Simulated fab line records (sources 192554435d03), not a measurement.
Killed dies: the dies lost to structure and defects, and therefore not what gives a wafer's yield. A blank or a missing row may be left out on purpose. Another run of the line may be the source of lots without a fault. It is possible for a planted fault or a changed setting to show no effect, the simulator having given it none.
Split-lot experiment || flow n5Finfet || on a route of 1938 steps: 7 lots, 39 wafers read

## THE SPLIT ITSELF
At N5_BEOL_M11_DEP_56 (deposits SiCN from 3MS/NH3, target thk 30 nm, time 10.5 s), the setting targetThkA was moved away from the recipe's 300 angstrom on 12 of the 39 wafers read, by -56.1% to +33.2%. All remaining wafers had this setting at the recipe value.

The reading comes from the split's own step.

## THE READING
SiCN_of_BEOL_M11_DEP_56.thkNm (the simulator's own value, which no gauge read), in nm, at N5_BEOL_M11_DEP_56 (deposits SiCN from 3MS/NH3, target thk 30 nm, time 10.5 s). There is no usual value for it anywhere in the file. Across the 27 wafers here that went through the recipe, the average is 29.9 nm and the standard deviation 0.3 nm.

{"wafer": "L084.1", "tool, chamber at the split": "pecvd-04, 1,2", "targetThkA as run, angstrom": 300, "against the recipe": "recipe", "SiCN_of_BEOL_M11_DEP_56.thkNm, nm": 29.8, "against lot-mates on the recipe": "-"}
{"wafer": "L084.2", "tool, chamber at the split": "pecvd-04, 1,2", "targetThkA as run, angstrom": 300, "against the recipe": "recipe", "SiCN_of_BEOL_M11_DEP_56.thkNm, nm": 29.8, "against lot-mates on the recipe": "-"}
{"wafer": "L084.3", "tool, chamber at the split": "pecvd-04, 0", "targetThkA as run, angstrom": 300, "against the recipe": "recipe", "SiCN_of_BEOL_M11_DEP_56.thkNm, nm": 30, "against lot-mates on the recipe": "-"}
{"wafer": "L084.6", "tool, chamber at the split": "pecvd-04, 0", "targetThkA as run, angstrom": 300, "against the recipe": "recipe", "SiCN_of_BEOL_M11_DEP_56.thkNm, nm": 30, "against lot-mates on the recipe": "-"}
{"wafer": "L084.4", "tool, chamber at the split": "pecvd-04, 2,1", "targetThkA as run, angstrom": 300, "against the recipe": "recipe", "SiCN_of_BEOL_M11_DEP_56.thkNm, nm": 30.4, "against lot-mates on the recipe": "-"}
{"wafer": "L084.5", "tool, chamber at the split": "pecvd-04, 2,1", "targetThkA as run, angstrom": 300, "against the recipe": "recipe", "SiCN_of_BEOL_M11_DEP_56.thkNm, nm": 30.4, "against lot-mates on the recipe": "-"}
{"wafer": "L083.1", "tool, chamber at the split": "pecvd-02, 0,2,1", "targetThkA as run, angstrom": 300, "against the recipe": "recipe", "SiCN_of_BEOL_M11_DEP_56.thkNm, nm": 29.6, "against lot-mates on the recipe": "-"}
{"wafer": "L083.2", "tool, chamber at the split": "pecvd-02, 0,2,1", "targetThkA as run, angstrom": 300, "against the recipe": "recipe", "SiCN_of_BEOL_M11_DEP_56.thkNm, nm": 29.6, "against lot-mates on the recipe": "-"}
{"wafer": "L083.3", "tool, chamber at the split": "pecvd-02, 0,2,1", "targetThkA as run, angstrom": 300, "against the recipe": "recipe", "SiCN_of_BEOL_M11_DEP_56.thkNm, nm": 29.6, "against lot-mates on the recipe": "-"}
{"wafer": "L083.4", "tool, chamber at the split": "pecvd-02, 1,2", "targetThkA as run, angstrom": 300, "against the recipe": "recipe", "SiCN_of_BEOL_M11_DEP_56.thkNm, nm": 29.8, "against lot-mates on the recipe": "-"}
{"wafer": "L083.6", "tool, chamber at the split": "pecvd-02, 1,2", "targetThkA as run, angstrom": 300, "against the recipe": "recipe", "SiCN_of_BEOL_M11_DEP_56.thkNm, nm": 29.8, "against lot-mates on the recipe": "-"}
{"wafer": "L083.5", "tool, chamber at the split": "pecvd-02, 0", "targetThkA as run, angstrom": 300, "against the recipe": "recipe", "SiCN_of_BEOL_M11_DEP_56.thkNm, nm": 30.2, "against lot-mates on the recipe": "-"}
{"wafer": "L086.1", "tool, chamber at the split": "pecvd-04, 1", "targetThkA as run, angstrom": 300, "against the recipe": "recipe", "SiCN_of_BEOL_M11_DEP_56.thkNm, nm": 29.8, "against lot-mates on the recipe": "-"}
{"wafer": "L086.4", "tool, chamber at the split": "pecvd-04, 1", "targetThkA as run, angstrom": 300, "against the recipe": "recipe", "SiCN_of_BEOL_M11_DEP_56.thkNm, nm": 29.8, "against lot-mates on the recipe": "-"}
{"wafer": "L086.2", "tool, chamber at the split": "pecvd-04, 0", "targetThkA as run, angstrom": 142.3, "against the recipe": "-52.6%", "SiCN_of_BEOL_M11_DEP_56.thkNm, nm": 13.8, "against lot-mates on the recipe": -16.1}
{"wafer": "L086.3", "tool, chamber at the split": "pecvd-04, 2", "targetThkA as run, angstrom": 300, "against the recipe": "recipe", "SiCN_of_BEOL_M11_DEP_56.thkNm, nm": 30, "against lot-mates on the recipe": "-"}
{"wafer": "L086.5", "tool, chamber at the split": "pecvd-04, 2", "targetThkA as run, angstrom": 142.3, "against the recipe": "-52.6%", "SiCN_of_BEOL_M11_DEP_56.thkNm, nm": 14.4, "against lot-mates on the recipe": -15.5}
{"wafer": "L086.6", "tool, chamber at the split": "pecvd-04, 0", "targetThkA as run, angstrom": 142.3, "against the recipe": "-52.6%", "SiCN_of_BEOL_M11_DEP_56.thkNm, nm": 14.6, "against lot-mates on the recipe": -15.3}
{"wafer": "L085.1", "tool, chamber at the split": "pecvd-01, 2", "targetThkA as run, angstrom": 300, "against the recipe": "recipe", "SiCN_of_BEOL_M11_DEP_56.thkNm, nm": 29.8, "against lot-mates on the recipe": "-"}
{"wafer": "L085.2", "tool, chamber at the split": "pecvd-01, 0", "targetThkA as run, angstrom": 300, "against the recipe": "recipe", "SiCN_of_BEOL_M11_DEP_56.thkNm, nm": 30, "against lot-mates on the recipe": "-"}
{"wafer": "L085.3", "tool, chamber at the split": "pecvd-01, 1", "targetThkA as run, angstrom": 363.6, "against the recipe": "+21.2%", "SiCN_of_BEOL_M11_DEP_56.thkNm, nm": 35.6, "against lot-mates on the recipe": "+5.5"}
{"wafer": "L085.4", "tool, chamber at the split": "pecvd-01, 2", "targetThkA as run, angstrom": 300, "against the recipe": "recipe", "SiCN_of_BEOL_M11_DEP_56.thkNm, nm": 30.4, "against lot-mates on the recipe": "-"}
{"wafer": "L085.5", "tool, chamber at the split": "pecvd-01, 1", "targetThkA as run, angstrom": 363.6, "against the recipe": "+21.2%", "SiCN_of_BEOL_M11_DEP_56.thkNm, nm": 36.2, "against lot-mates on the recipe": "+6.1"}
{"wafer": "L085.6", "tool, chamber at the split": "pecvd-01, 0", "targetThkA as run, angstrom": 363.6, "against the recipe": "+21.2%", "SiCN_of_BEOL_M11_DEP_56.thkNm, nm": 36.6, "against lot-mates on the recipe": "+6.5"}
{"wafer": "L092.3", "tool, chamber at the split": "pecvd-04, 0", "targetThkA as run, angstrom": 300, "against the recipe": "recipe", "SiCN_of_BEOL_M11_DEP_56.thkNm, nm": 30, "against lot-mates on the recipe": "-"}
{"wafer": "L092.4", "tool, chamber at the split": "pecvd-04, 2", "targetThkA as run, angstrom": 300, "against the recipe": "recipe", "SiCN_of_BEOL_M11_DEP_56.thkNm, nm": 30.6, "against lot-mates on the recipe": "-"}
{"wafer": "L092.5", "tool, chamber at the split": "pecvd-04, 0", "targetThkA as run, angstrom": 300, "against the recipe": "recipe", "SiCN_of_BEOL_M11_DEP_56.thkNm, nm": 30.2, "against lot-mates on the recipe": "-"}
{"wafer": "L094.1", "tool, chamber at the split": "pecvd-04, 2", "targetThkA as run, angstrom": 300, "against the recipe": "recipe", "SiCN_of_BEOL_M11_DEP_56.thkNm, nm": 29.6, "against lot-mates on the recipe": "-"}
{"wafer": "L094.2", "tool, chamber at the split": "pecvd-04, 1", "targetThkA as run, angstrom": 131.7, "against the recipe": "-56.1%", "SiCN_of_BEOL_M11_DEP_56.thkNm, nm": 12.8, "against lot-mates on the recipe": -16.8}
{"wafer": "L094.3", "tool, chamber at the split": "pecvd-04, 0", "targetThkA as run, angstrom": 300, "against the recipe": "recipe", "SiCN_of_BEOL_M11_DEP_56.thkNm, nm": 29.4, "against lot-mates on the recipe": "-"}
{"wafer": "L094.4", "tool, chamber at the split": "pecvd-04, 1", "targetThkA as run, angstrom": 300, "against the recipe": "recipe", "SiCN_of_BEOL_M11_DEP_56.thkNm, nm": 29.8, "against lot-mates on the recipe": "-"}
{"wafer": "L094.5", "tool, chamber at the split": "pecvd-04, 0", "targetThkA as run, angstrom": 131.7, "against the recipe": "-56.1%", "SiCN_of_BEOL_M11_DEP_56.thkNm, nm": 13.4, "against lot-mates on the recipe": -16.2}
{"wafer": "L094.6", "tool, chamber at the split": "pecvd-04, 2", "targetThkA as run, angstrom": 131.7, "against the recipe": "-56.1%", "SiCN_of_BEOL_M11_DEP_56.thkNm, nm": 13.2, "against lot-mates on the recipe": -16.4}
{"wafer": "L091.1", "tool, chamber at the split": "pecvd-02, 1", "targetThkA as run, angstrom": 300, "against the recipe": "recipe", "SiCN_of_BEOL_M11_DEP_56.thkNm, nm": 29.8, "against lot-mates on the recipe": "-"}
{"wafer": "L091.2", "tool, chamber at the split": "pecvd-02, 0", "targetThkA as run, angstrom": 399.7, "against the recipe": "+33.2%", "SiCN_of_BEOL_M11_DEP_56.thkNm, nm": 40, "against lot-mates on the recipe": "+9.9"}
{"wafer": "L091.3", "tool, chamber at the split": "pecvd-02, 2", "targetThkA as run, angstrom": 399.7, "against the recipe": "+33.2%", "SiCN_of_BEOL_M11_DEP_56.thkNm, nm": 39.8, "against lot-mates on the recipe": "+9.7"}
{"wafer": "L091.4", "tool, chamber at the split": "pecvd-02, 2", "targetThkA as run, angstrom": 300, "against the recipe": "recipe", "SiCN_of_BEOL_M11_DEP_56.thkNm, nm": 30, "against lot-mates on the recipe": "-"}
{"wafer": "L091.5", "tool, chamber at the split": "pecvd-02, 0", "targetThkA as run, angstrom": 300, "against the recipe": "recipe", "SiCN_of_BEOL_M11_DEP_56.thkNm, nm": 30.4, "against lot-mates on the recipe": "-"}
{"wafer": "L091.6", "tool, chamber at the split": "pecvd-02, 1", "targetThkA as run, angstrom": 399.7, "against the recipe": "+33.2%", "SiCN_of_BEOL_M11_DEP_56.thkNm, nm": 40.4, "against lot-mates on the recipe": "+10.3"}
The file does not say which wafer passed through which chamber wherever a row lists several chambers: such a row stands for several wafers.

THE FIT
A straight line over all 39 wafers: SiCN_of_BEOL_M11_DEP_56.thkNm changes by +0.299 nm for each +1% of targetThkA; r = +1.00; the points scatter about the line by 0.32 nm.
The same after taking each lot's own level away (the mean of its wafers on the recipe; 39 wafers): +0.295 nm for each +1%; r = +1.00; scatter 0.28 nm.
The reading moves by 17 nm for the largest change in targetThkA, on that fit.
From 29.60 to 30.27 nm: that is the span of the lots' own levels, equal to 2.3 times the standard deviation above.
The two slopes are in agreement: the lot-to-lot level therefore moves the slope only a little.
Check: -16.5 nm against its lot-mates is what the line predicts for one of the wafers moved furthest among these (-56.1%) when that wafer is left out of the fit. Against them it came out at -16.8 nm.

## OTHER SPLITS APPLIED TO THESE WAFERS
Note: prior to the reading, these wafers also went through further splits. Each is held against what the fit with the lots' levels taken away leaves over:
{"other split on the same wafers": "N5_BEOL_M6_ILD_DEP_00 targetThkA", "wafers away from the commonest value": 15, "r with SiCN_of_BEOL_M11_DEP_56.thkNm (lot level and that fit taken away)": -0.03}
{"other split on the same wafers": "N5_BEOL_M8_TRENCH_ETCH_37 timeS", "wafers away from the commonest value": 18, "r with SiCN_of_BEOL_M11_DEP_56.thkNm (lot level and that fit taken away)": -0.33}

## THE FILE'S OWN FIT
SiCN_of_BEOL_M11_DEP_56.thkNm changes by +0.295 nm for each +1% of targetThkA, r = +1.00.
